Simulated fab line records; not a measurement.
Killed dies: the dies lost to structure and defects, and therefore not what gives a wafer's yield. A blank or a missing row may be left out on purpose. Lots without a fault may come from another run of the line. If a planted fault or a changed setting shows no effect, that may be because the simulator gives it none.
One fault seen from 2 desks / flow nand-harc / each desk holds nothing but its own numbers, with what lay behind them at the end

TOOL OWNER'S DESK, rie-si-04
The tool's own readings at NHARC_P_STI_ETCH_15 (etches the open film in HBr/Cl2, target depth 300 nm, time 100.1 s): means of the sampled wafers that have a number, for each lot that ran on this tool. A lot is out of limits, marked OUT, if its mean lies more than 4 standard deviations from the usual mean; the brackets give that distance.
Columns: A = drypump-motor-current-A at NHARC_P_STI_ETCH_15, usual 5.9 A; B = he-backside-leak-sccm at NHARC_P_STI_ETCH_15, usual 2.83 sccm; C = oes-product-au at NHARC_P_STI_ETCH_15, usual 0.998 a.u.; D = rf-fwd-power-W at NHARC_P_STI_ETCH_15, usual 397.4 W; E = throttle-valve-pct at NHARC_P_STI_ETCH_15, usual 26.406 %
lot=L168; first seen here=day 3 02:44; A=6.4; B=2.76; C=0.994; D=396.6; E=26.406
lot=L170; first seen here=day 3 13:37; A=5.5; B=2.84; C=0.977; D=395.9; E=26.395
lot=L176; first seen here=day 4 21:55; A=6.0; B=2.94; C=1.000; D=397.7; E=26.410
lot=L179; first seen here=day 5 14:16; A=5.4; B=3.06; C=0.998; D=396.2; E=26.400
lot=L181; first seen here=day 6 06:40; A=6.0; B=2.98; C=0.998; D=397.3; E=26.405
lot=L185; first seen here=day 7 06:17; A=6.0; B=2.87; C=1.000; D=396.7; E=26.405
This desk's finding: nothing out of limits on any of the 6 lots.

AT THE METROLOGY DESK
Lot by lot, what the gauges showed, no matter which tool ran the lot: averages of those sampled wafers that carry a number. A lot is out of limits, marked OUT, if its mean lies more than 4 standard deviations from the usual mean; the brackets give that distance.
Columns: A = cd-nm at NHARC_THIN_TSV_CD_MEAS_16, usual 999.6 nm
lot=L168; first seen here=day 19 02:04; A=1001.0
lot=L170; first seen here=day 20 08:15; A=1000.4
lot=L171; first seen here=day 20 09:19; A=999.8
lot=L174; first seen here=day 20 19:23; A=1000.6
lot=L173; first seen here=day 20 22:14; A=1002.2
lot=L176; first seen here=day 21 10:47; A=999.5
lot=L179; first seen here=day 21 16:35; A=996.4
lot=L178; first seen here=day 22 01:49; A=997.5
lot=L181; first seen here=day 22 13:13; A=998.3
lot=L187; first seen here=day 24 02:47; A=997.8
lot=L185; first seen here=day 24 04:00; A=1002.2
lot=L189; first seen here=day 24 15:40; A=999.0
This desk's finding: nothing out of limits on any of the 12 lots.

TAKEN TOGETHER
The desk of the tool owner found nothing out of limits.
At the metrology desk, nothing out of limits was observed.

WHAT THE SIMULATOR HAD PUT IN
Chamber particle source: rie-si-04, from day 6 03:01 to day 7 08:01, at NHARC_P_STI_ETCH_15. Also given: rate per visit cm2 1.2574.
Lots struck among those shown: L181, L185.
